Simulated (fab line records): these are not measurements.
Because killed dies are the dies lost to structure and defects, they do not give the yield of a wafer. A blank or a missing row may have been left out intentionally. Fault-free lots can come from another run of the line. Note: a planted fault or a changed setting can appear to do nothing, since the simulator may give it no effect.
Which tool is to blame?	flow nandHarc	Sampling: 24 lots, 72 wafers, 6 of 1302 route steps

== WHAT THE GAUGES READ, wafer by wafer ==
NHARC_A_SGD_CUT_OVL_MEAS_10. Usual: overlayXNm 0.0 nm, standard deviation 0.92; overlayYNm 0.2 nm, standard deviation 0.91.
lot	measured	on	overlayXNm (nm)	overlayYNm (nm)	flag
L074	day 19 09:21	overlay-02	0.9 -0.1 0.2	-0.2 0.0 -0.1	
L075	day 19 09:44	overlay-01	-1.1 -0.3 -0.2	-0.1 0.1 -0.4	
L076	day 20 00:14	overlay-02	-0.4 -0.8 -0.6	0.2 -0.2 0.4	
L077	day 20 09:32	overlay-02	0.5 0.5 0.3	0.1 0.3 -0.3	
L078	day 20 09:53	overlay-01	-0.9 -1.4 -1.0	-0.5 -0.6 -0.6	
L079	day 20 22:03	overlay-02	-0.5 -0.2 -0.4	2.0 2.0 1.6	
L080	day 20 21:32	overlay-01	0.8 0.9 1.3	-0.1 -0.2 -0.2	
L081	day 21 17:01	overlay-02	-0.6 -1.3 -0.7	0.8 1.2 0.6	
L083	day 23 01:14	overlay-02	-0.4 -0.2 -0.1	-0.6 0.0 -0.4	
L082	day 22 23:31	overlay-01	-0.6 -1.6 -0.4	-0.4 -0.2 -0.1	
L084	day 23 10:55	overlay-02	0.5 1.0 1.0	0.1 0.2 0.5	
L085	day 23 20:22	overlay-02	-1.4 -1.4 -1.0	0.0 -0.5 -0.2	
L086	day 23 19:20	overlay-01	-2.4 -2.2 -2.0	0.1 0.0 -0.5	
L087	day 25 01:31	overlay-01	0.7 0.2 0.4	-1.2 -1.1 -1.2	
L088	day 25 00:33	overlay-02	0.2 0.5 -0.1	-0.7 -0.1 0.0	
L089	day 26 13:47	overlay-02	-0.6 -0.8 -0.2	0.4 0.0 -0.1	
L090	day 26 10:56	overlay-02	0.1 0.4 0.2	1.8 1.8 1.9	
L091	day 26 19:30	overlay-02	2.2 1.7 1.2	0.0 0.1 -0.3	
L092	day 27 04:27	overlay-01	0.0 -0.5 -0.3	1.5 1.6 1.6	
L093	day 27 02:56	overlay-01	1.1 1.2 1.5	2.0 1.6 1.7	
L094	day 27 03:14	overlay-01	1.5 0.8 1.3	-1.0 -0.7 -1.1	
L097	day 28 08:56	overlay-02	1.1 2.0 1.3	-1.4 -1.0 -0.3	
L096	day 28 09:06	overlay-02	-0.8 -0.6 -1.0	1.8 1.2 1.4	
L095	day 28 13:17	overlay-02	0.5 -0.4 -0.2	0.6 0.6 0.6	

NHARC_A_SLIT_CD_MEAS_09: the cd target is 300 nm. Usual: cdNm 299.3 nm, standard deviation 0.65.
lot	measured	on	cdNm (nm)	flag
L074	day 19 23:43	cdSem-01	299.0 298.6 298.7	
L075	day 19 21:05	cdSem-01	299.2 298.8 299.2	
L076	day 20 11:49	cdSem-01	299.6 298.8 299.9	
L077	day 20 21:22	cdSem-01	299.8 299.5 299.9	
L078	day 20 21:32	cdSem-03	298.5 299.2 298.6	
L079	day 21 16:40	cdSem-01	299.9 300.4 298.4	
L080	day 21 19:43	cdSem-01	298.7 298.4 299.8	
L081	day 22 04:23	cdSem-03	298.8 299.6 299.8	
L083	day 23 11:17	cdSem-01	298.5 299.4 299.5	
L082	day 23 11:09	cdSem-01	298.9 299.2 299.3	
L084	day 23 22:24	cdSem-01	299.6 298.6 298.7	
L085	day 24 08:44	cdSem-02	299.4 299.6 299.1	
L086	day 24 09:45	cdSem-01	300.0 299.7 299.2	
L087	day 25 13:49	cdSem-01	298.8 300.5 299.2	
L088	day 25 12:05	cdSem-01	299.1 298.3 299.1	
L089	day 26 23:06	cdSem-03	300.0 299.8 299.5	
L090	day 26 22:54	cdSem-02	300.0 300.5 299.7	
L091	day 27 10:28	cdSem-02	298.7 299.0 300.0	
L092	day 27 18:21	cdSem-03	299.1 299.2 298.0	
L093	day 27 19:43	cdSem-03	300.4 298.7 300.0	
L094	day 27 18:49	cdSem-01	300.2 300.1 299.1	
L097	day 28 20:35	cdSem-01	299.3 298.9 299.6	
L096	day 28 20:44	cdSem-02	300.4 300.5 299.6	
L095	day 29 01:07	cdSem-02	298.9 299.6 298.4	

== WHAT TOOL EACH LOT RAN ON (gives the tool, then ch and the chambers of the sampled wafers, and finally the start) ==
lot	NHARC_A_STAIRCASE_DEP_325	NHARC_A_STAIRCASE_CMP_450	NHARC_A_SGD_CUT_DESCUM_14	NHARC_A_SGD_CUT_ETCH_15
L074	pecvd-01 ch 0,1, day 18 17:46	cmp-03 ch 0,2, day 19 06:46	rieDiel-05 ch 1,3, day 19 09:26	rieDiel-05 ch 1,3, day 19 23:43 or earlier
L075	pecvd-03 ch 0,1,2, day 18 17:50	cmp-02 ch 0,1,3, day 19 07:04	rieDiel-11 ch 1,2, day 19 09:50	rieDiel-11 ch 0,1,2, day 19 21:05 or earlier
L076	pecvd-03 ch 0,1, day 19 05:13	cmp-03 ch 2,3, day 19 21:42	rieDiel-05 ch 0,1, day 20 00:20	rieDiel-05 ch 0,1, day 20 11:49 or earlier
L077	pecvd-01 ch 1,2, day 19 17:50	cmp-04 ch 0,1,3, day 20 06:50	rieDiel-05 ch 0,2,3, day 20 09:38	rieDiel-05 ch 1,2,3, day 20 21:22 or earlier
L078	pecvd-04 ch 0,1,2, day 19 17:50	cmp-02 ch 0,1,2, day 20 07:04	rieDiel-07 ch 1,2, day 20 10:00	rieDiel-07 ch 0,2,3, day 20 21:32 or earlier
L079	pecvd-01 ch 0,2, day 20 04:01	cmp-02 ch 0,1,2, day 20 19:17	rieDiel-11 ch 0,1,2, day 20 22:09	rieDiel-11 ch 0,1,3, day 21 16:40 or earlier
L080	pecvd-03 ch 0,2, day 20 04:13	cmp-03 ch 1,2, day 20 18:59	rieDiel-05 ch 0,1,3, day 20 21:38	rieDiel-05 ch 0,1,3, day 21 19:43 or earlier
L081	pecvd-03 ch 0,2, day 20 21:31	cmp-02 ch 2,3, day 21 14:07	rieDiel-05 ch 0,1, day 21 17:07	rieDiel-05 ch 0,1,2, day 22 04:23 or earlier
L083	pecvd-03 ch 1,2, day 22 03:32	cmp-04 ch 0,3, day 22 22:35	rieDiel-05 ch 0,1, day 23 01:20	rieDiel-05 ch 2,3, day 23 11:17 or earlier
L082	pecvd-04 ch 1,2, day 22 03:32	cmp-04 ch 0,3, day 22 20:49	rieDiel-11 ch 0,1,3, day 22 23:38	rieDiel-11 ch 0,1,2, day 23 11:09 or earlier
L084	pecvd-04 ch 1,2, day 22 18:39	cmp-03 ch 0,1, day 23 08:18	rieDiel-05 ch 2,3, day 23 11:02	rieDiel-05 ch 0,3, day 23 22:24 or earlier
L085	pecvd-03 ch 0,1, day 23 03:22	cmp-03 ch 0,2, day 23 17:32	rieDiel-11 ch 0,1,2, day 23 20:29	rieDiel-11 ch 1,3, day 24 08:44 or earlier
L086	pecvd-04 ch 0,1, day 23 03:22	cmp-03 ch 0,1,2, day 23 16:41	rieDiel-07 ch 0,2,3, day 23 19:27	rieDiel-07 ch 0,1, day 24 09:45 or earlier
L087	pecvd-04 ch 1,2, day 24 05:48	cmp-02 ch 0,2, day 24 22:46	rieDiel-07 ch 0,1,2, day 25 01:37	rieDiel-07 ch 0,3, day 25 13:49 or earlier
L088	pecvd-01 ch 0,1,2, day 24 06:02	cmp-02 ch 0,2,3, day 24 21:53	rieDiel-05 ch 0,2,3, day 25 00:38	rieDiel-05 ch 0,2,3, day 25 12:05 or earlier
L089	pecvd-03 ch 0,1, day 25 15:34	cmp-02 ch 0,2,3, day 26 11:08	rieDiel-05 ch 0,1,2, day 26 13:53	rieDiel-05 ch 2,3, day 26 23:06 or earlier
L090	pecvd-01 ch 0,1, day 25 15:36	cmp-03 ch 1,2,3, day 26 08:16	rieDiel-05 ch 1,2,3, day 26 11:02	rieDiel-05 ch 0,1, day 26 22:54 or earlier
L091	pecvd-03 ch 0,1,2, day 26 01:44	cmp-02 ch 1,2,3, day 26 16:52	rieDiel-11 ch 0,1, day 26 19:36	rieDiel-11 ch 0,1,3, day 27 10:28 or earlier
L092	pecvd-04 ch 1,2, day 26 08:41	cmp-04 ch 2,3, day 27 01:19	rieDiel-07 ch 1,2, day 27 04:33	rieDiel-07 ch 1,2, day 27 18:21 or earlier
L093	pecvd-03 ch 0,2, day 26 08:52	cmp-03 ch 0,1,2, day 27 00:11	rieDiel-05 ch 0,2,3, day 27 03:04	rieDiel-05 ch 0,3, day 27 19:43 or earlier
L094	pecvd-04 ch 0,1,2, day 26 13:07	cmp-02 ch 0,1, day 27 00:27	rieDiel-05 ch 1,3, day 27 03:25	rieDiel-05 ch 0,3, day 27 18:49 or earlier
L097	pecvd-03 ch 0,1,2, day 27 13:37	cmp-02 ch 1,2,3, day 28 06:12	rieDiel-05 ch 0,2,3, day 28 09:05	rieDiel-05 ch 1,2,3, day 28 20:35 or earlier
L096	pecvd-01 ch 1,2, day 27 13:58	cmp-03 ch 0,1,3, day 28 06:21	rieDiel-05 ch 0,1,3, day 28 09:13	rieDiel-05 ch 1,3, day 28 20:44 or earlier
L095	pecvd-01 ch 1,2, day 27 21:29	cmp-02 ch 0,1,2, day 28 10:38	rieDiel-07 ch 0,1, day 28 13:23	rieDiel-07 ch 0,1,2, day 29 01:07 or earlier
- NHARC_A_STAIRCASE_DEP_325: deposits SiO2, target thk 7200 nm.
- NHARC_A_STAIRCASE_CMP_450: polishes SiO2, target thk 200 nm.
- NHARC_A_SGD_CUT_DESCUM_14: chemistry O2, time 3 s.
- NHARC_A_SGD_CUT_ETCH_15: etches the open film in CH3F/O2, target depth 75 nm, time 64.3 s.

== AS READ BY THE TOOLS THEMSELVES (means over the sampled wafers that have a number; for cases with no such wafer, the mark the record gives instead) ==
NHARC_A_STAIRCASE_DEP_325. Usual: heaterPowerW 616 W, standard deviation 92.
lot	tool	heaterPowerW (W)	flag
L074	pecvd-01	632	
L075	pecvd-03	568	
L076	pecvd-03	579	
L077	pecvd-01	670	
L078	pecvd-04	609	
L079	pecvd-01	693	
L080	pecvd-03	553	
L081	pecvd-03	584	
L083	pecvd-03	552	
L082	pecvd-04	610	
L084	pecvd-04	571	
L085	pecvd-03	593	
L086	pecvd-04	680	
L087	pecvd-04	628	
L088	pecvd-01	714	
L089	pecvd-03	593	
L090	pecvd-01	714	
L091	pecvd-03	515	
L092	pecvd-04	689	
L093	pecvd-03	509	
L094	pecvd-04	694	
L097	pecvd-03	554	
L096	pecvd-01	655	
L095	pecvd-01	666	

NHARC_A_STAIRCASE_CMP_450. Usual: motorCurrentA 12.1 A, standard deviation 1.
lot	tool	motorCurrentA (A)	flag
L074	cmp-03	10.9	
L075	cmp-02	13.3	
L076	cmp-03	12.0	
L077	cmp-04	12.2	
L078	cmp-02	12.0	
L079	cmp-02	12.0	
L080	cmp-03	11.5	
L081	cmp-02	11.6	
L083	cmp-04	11.7	
L082	cmp-04	12.7	
L084	cmp-03	12.1	
L085	cmp-03	11.3	
L086	cmp-03	11.4	
L087	cmp-02	11.5	
L088	cmp-02	12.0	
L089	cmp-02	12.0	
L090	cmp-03	11.6	
L091	cmp-02	12.8	
L092	cmp-04	11.3	
L093	cmp-03	11.6	
L094	cmp-02	12.7	
L097	cmp-02	12.2	
L096	cmp-03	12.1	
L095	cmp-02	12.6	

NHARC_A_SGD_CUT_DESCUM_14. Usual: drypumpMotorCurrentA 5.6 A, standard deviation 0.37; o2FlowSccm 200.0 sccm, standard deviation 0.6; oesProductAu 1.004 a.u., standard deviation 0.013; rfVppV 58.1 V, standard deviation 0.89; showerheadPlenumPTorr 1.98 Torr, standard deviation 0.06; throttleValvePct 11.312 %, standard deviation 0.0089.
lot	tool	drypumpMotorCurrentA (A)	o2FlowSccm (sccm)	oesProductAu (a.u.)	rfVppV (V)	showerheadPlenumPTorr (Torr)	throttleValvePct (%)	flag
L074	rieDiel-05	5.4	200.4	1.001	57.5	1.94	11.310	
L075	rieDiel-11	5.4	200.1	1.006	57.8	1.96	11.301	
L076	rieDiel-05	5.4	199.6	0.991	58.7	1.94	11.312	
L077	rieDiel-05	5.6	199.8	1.002	58.2	2.01	11.318	
L078	rieDiel-07	5.6	199.8	1.006	58.0	1.95	11.310	
L079	rieDiel-11	5.5	199.5	1.001	58.3	1.96	11.314	
L080	rieDiel-05	5.6	199.6	1.004	57.7	1.97	11.313	
L081	rieDiel-05	5.4	199.5	0.994	58.7	1.94	11.314	
L083	rieDiel-05	5.4	200.1	0.990	58.5	1.94	11.313	
L082	rieDiel-11	5.6	199.8	1.004	57.4	1.92	11.315	
L084	rieDiel-05	5.5	200.3	1.007	58.3	2.00	11.307	
L085	rieDiel-11	5.5	200.2	0.995	57.7	1.96	11.313	
L086	rieDiel-07	5.9	200.2	1.006	58.3	2.02	11.324	
L087	rieDiel-07	6.0	199.6	1.009	57.9	1.98	11.312	
L088	rieDiel-05	5.6	200.0	1.013	58.4	2.01	11.319	
L089	rieDiel-05	5.4	199.5	1.004	57.7	1.97	11.313	
L090	rieDiel-05	5.4	200.7	1.003	59.5	1.97	11.310	
L091	rieDiel-11	5.4	200.3	1.012	57.8	1.90	11.309	
L092	rieDiel-07	5.7	200.5	1.003	57.0	1.95	11.309	
L093	rieDiel-05	5.6	199.6	1.017	57.8	2.01	11.312	
L094	rieDiel-05	5.5	199.9	1.008	58.4	1.97	11.315	
L097	rieDiel-05	5.6	200.3	1.010	57.7	2.01	11.304	
L096	rieDiel-05	5.6	199.9	1.005	57.5	1.97	11.316	
L095	rieDiel-07	6.2	199.3	0.998	58.6	1.97	11.314	

NHARC_A_SGD_CUT_ETCH_15. Usual: drypumpMotorCurrentA 5.6 A, standard deviation 0.37; o2FlowSccm 30.01 sccm, standard deviation 0.09; oesProductAu 0.963 a.u., standard deviation 0.023; rfVppV 264.9 V, standard deviation 1.3; showerheadPlenumPTorr 2.54 Torr, standard deviation 0.074; throttleValvePct 20.664 %, standard deviation 0.0098.
lot	tool	drypumpMotorCurrentA (A)	o2FlowSccm (sccm)	oesProductAu (a.u.)	rfVppV (V)	showerheadPlenumPTorr (Torr)	throttleValvePct (%)	flag
L074	rieDiel-05	5.4	30.06	0.920	263.6	2.49	20.674	
L075	rieDiel-11	5.5	30.00	0.978	265.1	2.52	20.673	
L076	rieDiel-05	5.7	30.10	0.954	264.8	2.55	20.671	
L077	rieDiel-05	5.3	30.03	0.921	265.5	2.53	20.662	
L078	rieDiel-07	5.9	30.04	0.972	265.7	2.58	20.670	
L079	rieDiel-11	5.6	30.12	0.965	263.5	2.47	20.661	
L080	rieDiel-05	5.6	30.03	0.962	265.2	2.54	20.660	
L081	rieDiel-05	5.4	29.99	0.958	264.2	2.54	20.659	
L083	rieDiel-05	5.4	30.00	0.980	265.8	2.57	20.669	
L082	rieDiel-11	5.5	30.01	0.976	264.8	2.52	20.663	
L084	rieDiel-05	5.8	30.00	0.931	266.4	2.58	20.653	
L085	rieDiel-11	5.6	29.99	0.977	264.7	2.41	20.669	
L086	rieDiel-07	6.3	29.95	0.964	265.9	2.58	20.668	
L087	rieDiel-07	6.2	29.91	0.940	266.7	2.61	20.660	
L088	rieDiel-05	5.6	30.02	0.972	265.2	2.58	20.666	
L089	rieDiel-05	5.4	29.99	0.995	265.0	2.56	20.666	
L090	rieDiel-05	5.7	29.90	0.974	264.8	2.54	20.667	
L091	rieDiel-11	5.6	29.97	0.982	263.5	2.47	20.669	
L092	rieDiel-07	5.8	29.93	0.926	264.6	2.50	20.655	
L093	rieDiel-05	5.9	29.97	0.981	264.9	2.58	20.646	
L094	rieDiel-05	5.9	30.05	0.988	265.4	2.58	20.668	
L097	rieDiel-05	5.4	29.97	0.972	265.7	2.52	20.666	
L096	rieDiel-05	5.4	30.05	0.955	264.0	2.48	20.660	
L095	rieDiel-07	5.9	29.99	0.973	264.5	2.54	20.662	

== THE ANSWER, worked out from the rows above alone ==
Rule: a lot counts as off when the mean over its wafers that have a number is more than 3 standard deviations away from the usual mean. Also off: a lot with no number at a reading for which 4 or more lots have one. Where the step has rows for the other lots, those lots are counted as sound. After the gauges, taken in route order, come the tools' own readings; for these a lot's mean is taken, as printed above. At the first step where some lot is off, the reading lying furthest off is the one used; lots without a number count as furthest.
Across all readings shown, no lot is off: no conclusion can be drawn from this.

== WHAT HAD BEEN PUT IN BY THE SIMULATOR ==
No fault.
